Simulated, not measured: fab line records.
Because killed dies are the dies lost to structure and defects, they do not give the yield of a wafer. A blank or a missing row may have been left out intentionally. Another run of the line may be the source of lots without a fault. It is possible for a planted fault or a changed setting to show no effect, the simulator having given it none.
Split-lot trial :: flow n5-finfet :: 7 lots, 21 wafers read, on a route of 1938 steps

THE SPLIT
At N5_BEOL_M5_COAT_05 (resist thk 30 nm), the setting spin-rpm was moved away from the recipe's 1500 rpm on 5 of the 21 wafers read, by -10.7% to +9.9%. For the rest of the wafers, this setting stayed at what the recipe calls for.

FROM THE SPLIT TO THE READING: what the file shows between them, 2 steps
- N5_BEOL_M5_EBR_07
- N5_BEOL_M5_SOFTBAKE_06: time 60 s

THE READING
CAR-EUV_of_BEOL_M5_COAT_05.thk-nm (the simulator's own value, which no gauge read), in nm, at N5_BEOL_M5_DESCUM_16 (chemistry O2, time 7 s). No usual value for it is given in the file. Here, 16 wafers ran the recipe; their average is 26.0 nm with a standard deviation of 0.086 nm.

wafer: L074.1
tool, chamber at the split: litho-track-01, 0
spin-rpm as run, rpm: 1576
against the recipe: +5.1%
CAR-EUV_of_BEOL_M5_COAT_05.thk-nm, nm: 25.4
against lot-mates on the recipe: -0.8

wafer: L074.2
tool, chamber at the split: litho-track-01, 0
spin-rpm as run, rpm: 1576
against the recipe: +5.1%
CAR-EUV_of_BEOL_M5_COAT_05.thk-nm, nm: 25.4
against lot-mates on the recipe: -0.8

wafer: L074.3
tool, chamber at the split: litho-track-01, 0
spin-rpm as run, rpm: 1500
against the recipe: recipe
CAR-EUV_of_BEOL_M5_COAT_05.thk-nm, nm: 26.2
against lot-mates on the recipe: -

wafer: L076.1
tool, chamber at the split: litho-track-03, 0
spin-rpm as run, rpm: 1500
against the recipe: recipe
CAR-EUV_of_BEOL_M5_COAT_05.thk-nm, nm: 26
against lot-mates on the recipe: -

wafer: L076.2
tool, chamber at the split: litho-track-03, 0
spin-rpm as run, rpm: 1500
against the recipe: recipe
CAR-EUV_of_BEOL_M5_COAT_05.thk-nm, nm: 26
against lot-mates on the recipe: -

wafer: L076.6
tool, chamber at the split: litho-track-03, 0
spin-rpm as run, rpm: 1500
against the recipe: recipe
CAR-EUV_of_BEOL_M5_COAT_05.thk-nm, nm: 26
against lot-mates on the recipe: -

wafer: L083.3
tool, chamber at the split: litho-track-01, 0
spin-rpm as run, rpm: 1339
against the recipe: -10.7%
CAR-EUV_of_BEOL_M5_COAT_05.thk-nm, nm: 27.6
against lot-mates on the recipe: +1.7

wafer: L083.4
tool, chamber at the split: litho-track-01, 0
spin-rpm as run, rpm: 1500
against the recipe: recipe
CAR-EUV_of_BEOL_M5_COAT_05.thk-nm, nm: 26
against lot-mates on the recipe: -

wafer: L083.5
tool, chamber at the split: litho-track-01, 0
spin-rpm as run, rpm: 1500
against the recipe: recipe
CAR-EUV_of_BEOL_M5_COAT_05.thk-nm, nm: 25.8
against lot-mates on the recipe: -

wafer: L089.1
tool, chamber at the split: litho-track-01, 0
spin-rpm as run, rpm: 1500
against the recipe: recipe
CAR-EUV_of_BEOL_M5_COAT_05.thk-nm, nm: 26
against lot-mates on the recipe: -

wafer: L089.4
tool, chamber at the split: litho-track-01, 0
spin-rpm as run, rpm: 1500
against the recipe: recipe
CAR-EUV_of_BEOL_M5_COAT_05.thk-nm, nm: 26
against lot-mates on the recipe: -

wafer: L089.5
tool, chamber at the split: litho-track-01, 0
spin-rpm as run, rpm: 1500
against the recipe: recipe
CAR-EUV_of_BEOL_M5_COAT_05.thk-nm, nm: 26
against lot-mates on the recipe: -

wafer: L092.1
tool, chamber at the split: litho-track-01, 0
spin-rpm as run, rpm: 1648
against the recipe: +9.9%
CAR-EUV_of_BEOL_M5_COAT_05.thk-nm, nm: 24.8
against lot-mates on the recipe: -1.4

wafer: L092.4
tool, chamber at the split: litho-track-01, 0
spin-rpm as run, rpm: 1648
against the recipe: +9.9%
CAR-EUV_of_BEOL_M5_COAT_05.thk-nm, nm: 24.6
against lot-mates on the recipe: -1.6

wafer: L092.6
tool, chamber at the split: litho-track-01, 0
spin-rpm as run, rpm: 1500
against the recipe: recipe
CAR-EUV_of_BEOL_M5_COAT_05.thk-nm, nm: 26.2
against lot-mates on the recipe: -

wafer: L095.1
tool, chamber at the split: litho-track-03, 0
spin-rpm as run, rpm: 1500
against the recipe: recipe
CAR-EUV_of_BEOL_M5_COAT_05.thk-nm, nm: 26
against lot-mates on the recipe: -

wafer: L095.3
tool, chamber at the split: litho-track-03, 0
spin-rpm as run, rpm: 1500
against the recipe: recipe
CAR-EUV_of_BEOL_M5_COAT_05.thk-nm, nm: 26
against lot-mates on the recipe: -

wafer: L095.4
tool, chamber at the split: litho-track-03, 0
spin-rpm as run, rpm: 1500
against the recipe: recipe
CAR-EUV_of_BEOL_M5_COAT_05.thk-nm, nm: 26
against lot-mates on the recipe: -

wafer: L096.2
tool, chamber at the split: litho-track-03, 0
spin-rpm as run, rpm: 1500
against the recipe: recipe
CAR-EUV_of_BEOL_M5_COAT_05.thk-nm, nm: 26
against lot-mates on the recipe: -

wafer: L096.4
tool, chamber at the split: litho-track-03, 0
spin-rpm as run, rpm: 1500
against the recipe: recipe
CAR-EUV_of_BEOL_M5_COAT_05.thk-nm, nm: 26
against lot-mates on the recipe: -

wafer: L096.5
tool, chamber at the split: litho-track-03, 0
spin-rpm as run, rpm: 1500
against the recipe: recipe
CAR-EUV_of_BEOL_M5_COAT_05.thk-nm, nm: 26
against lot-mates on the recipe: -

THE FIT
A straight line over all 21 wafers: CAR-EUV_of_BEOL_M5_COAT_05.thk-nm changes by -0.137 nm for each +1% of spin-rpm; r = -0.99; the points scatter about the line by 0.092 nm.
The same after taking each lot's own level away (the mean of its wafers on the recipe; 21 wafers): -0.155 nm for each +1%; r = -1.00; scatter 0.048 nm.
The reading moves by 1.7 nm for the largest change in spin-rpm, on that fit.
Measured against the standard deviation above, the lots' own levels, which go from 25.90 to 26.20 nm, span 3.5 times it.
Thus the slope moves with the lot-to-lot level: the two fits are different.
Check: for one of the wafers moved furthest among these (-10.7%), held out of the fit, the line's prediction against its lot-mates is +1.64 nm. Against them it came out at +1.7 nm.

FURTHER SPLITS ON THESE WAFERS
Note: prior to the reading, these wafers also went through further splits. Each is held against what the fit with the lots' levels taken away leaves over:
other split on the same wafers: N5_BEOL_M2_COAT_73 temp-c
wafers away from the commonest value: 8
r with CAR-EUV_of_BEOL_M5_COAT_05.thk-nm (lot level and that fit taken away): +0.21

other split on the same wafers: N5_BEOL_M3_COAT_05 spin-rpm
wafers away from the commonest value: 7
r with CAR-EUV_of_BEOL_M5_COAT_05.thk-nm (lot level and that fit taken away): +0.03

other split on the same wafers: N5_BEOL_M3_EXPOSE_08 dose-mj
wafers away from the commonest value: 5
r with CAR-EUV_of_BEOL_M5_COAT_05.thk-nm (lot level and that fit taken away): +0.02

other split on the same wafers: N5_BEOL_M3_VIA_ETCH_34 time-s
wafers away from the commonest value: 4
r with CAR-EUV_of_BEOL_M5_COAT_05.thk-nm (lot level and that fit taken away): -0.03

other split on the same wafers: N5_BEOL_M4_ETCH_70 time-s
wafers away from the commonest value: 4
r with CAR-EUV_of_BEOL_M5_COAT_05.thk-nm (lot level and that fit taken away): +0.06

THE WHOLE CHAIN: every reading that the file lists as answering this split, in the file's order
step: N5_BEOL_M5_COAT_05
what it does: resist thk 30 nm
reading: CAR-EUV_of_BEOL_M5_COAT_05.thk-nm (the simulator's own value, which no gauge read)
change (the file's fit): -0.154 nm for each +1% of the setting
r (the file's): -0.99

step: N5_BEOL_M5_DESCUM_16
what it does: chemistry O2, time 7 s
reading: CAR-EUV_of_BEOL_M5_COAT_05.thk-nm (the simulator's own value, which no gauge read)
change (the file's fit): -0.156 nm for each +1% of the setting
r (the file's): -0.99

THE FILE'S OWN FIT
CAR-EUV_of_BEOL_M5_COAT_05.thk-nm changes by -0.156 nm for each +1% of spin-rpm, r = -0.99.
